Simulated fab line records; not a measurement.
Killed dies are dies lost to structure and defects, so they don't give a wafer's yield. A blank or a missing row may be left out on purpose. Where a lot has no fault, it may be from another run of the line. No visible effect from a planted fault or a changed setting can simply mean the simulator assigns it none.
2 desks looking at one fault | flow nand harc | numbers are kept per desk, each desk with only its own; the story behind them comes last

== FOR THE TOOL OWNER'S DESK: litho track-04 ==
At NHARC_A_M1_SOFTBAKE_04 (time 55 s), the tool's own readings, given per lot that ran on this tool as the mean of the sampled wafers with a number. The brackets show how far a lot's mean lies from the usual mean; more than 4 standard deviations puts the lot out of limits, marked OUT.
Columns: A = chill plate temp C at NHARC_A_M1_SOFTBAKE_04, usual 23.00 C; B = heater power total W at NHARC_A_M1_SOFTBAKE_04, usual 188.46 W
lot  | first seen here | A     | B
L698 | day 17 21:00    | 22.95 | 188.60
L699 | day 18 03:00    | 23.10 | 188.42
L701 | day 19 03:00    | 23.03 | 188.34
L704 | day 19 21:00    | 23.02 | 188.50
L705 | day 20 08:00    | 23.00 | 188.44
L711 | day 20 22:00    | 23.07 | 233.38 (+99 or more) OUT
Finding of this desk: L711 out of limits; the first was L711 at day 20 22:00, on heater power total W at NHARC_A_M1_SOFTBAKE_04. L698, L699, L701, L704, L705: within limits.

== METROLOGY DESK ==
Means of the sampled wafers that have a number, per lot and without regard to the tool the lot ran on: this is what the gauges read. The brackets show how far a lot's mean lies from the usual mean; more than 4 standard deviations puts the lot out of limits, marked OUT.
Columns: A = cd nm at NHARC_A_M0_CD_MEAS_16, usual 80.2 nm
lot  | first seen here | A
L698 | day 17 17:47    | 80.7
L699 | day 17 23:38    | 79.8
L702 | day 18 21:17    | 81.5
L701 | day 19 00:38    | 79.7
L704 | day 19 18:35    | 80.5
L707 | day 20 00:11    | 78.3
L706 | day 20 04:35    | 79.8
L705 | day 20 05:19    | 81.6
L711 | day 20 19:29    | 81.3
L710 | day 20 22:01    | 81.1
L719 | day 22 18:59    | 80.1
L720 | day 23 00:47    | 80.2
This desk's finding: nothing out of limits on any of the 12 lots.

== PUT TOGETHER ==
At day 20 22:00, on L711, the tool owner's desk was in a position to raise an alarm.
From the metrology desk's view, nothing was out of limits.
The metrology desk has L711 on record, within its limits.
Of the lots named, all ran NHARC_A_M1_SOFTBAKE_04 on litho track-04.

== WHAT THE SIMULATOR PUT IN ==
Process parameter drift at NHARC_A_M1_SOFTBAKE_04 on litho track-04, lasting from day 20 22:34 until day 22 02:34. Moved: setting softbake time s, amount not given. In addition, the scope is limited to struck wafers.
Shown lots that were struck: L711.
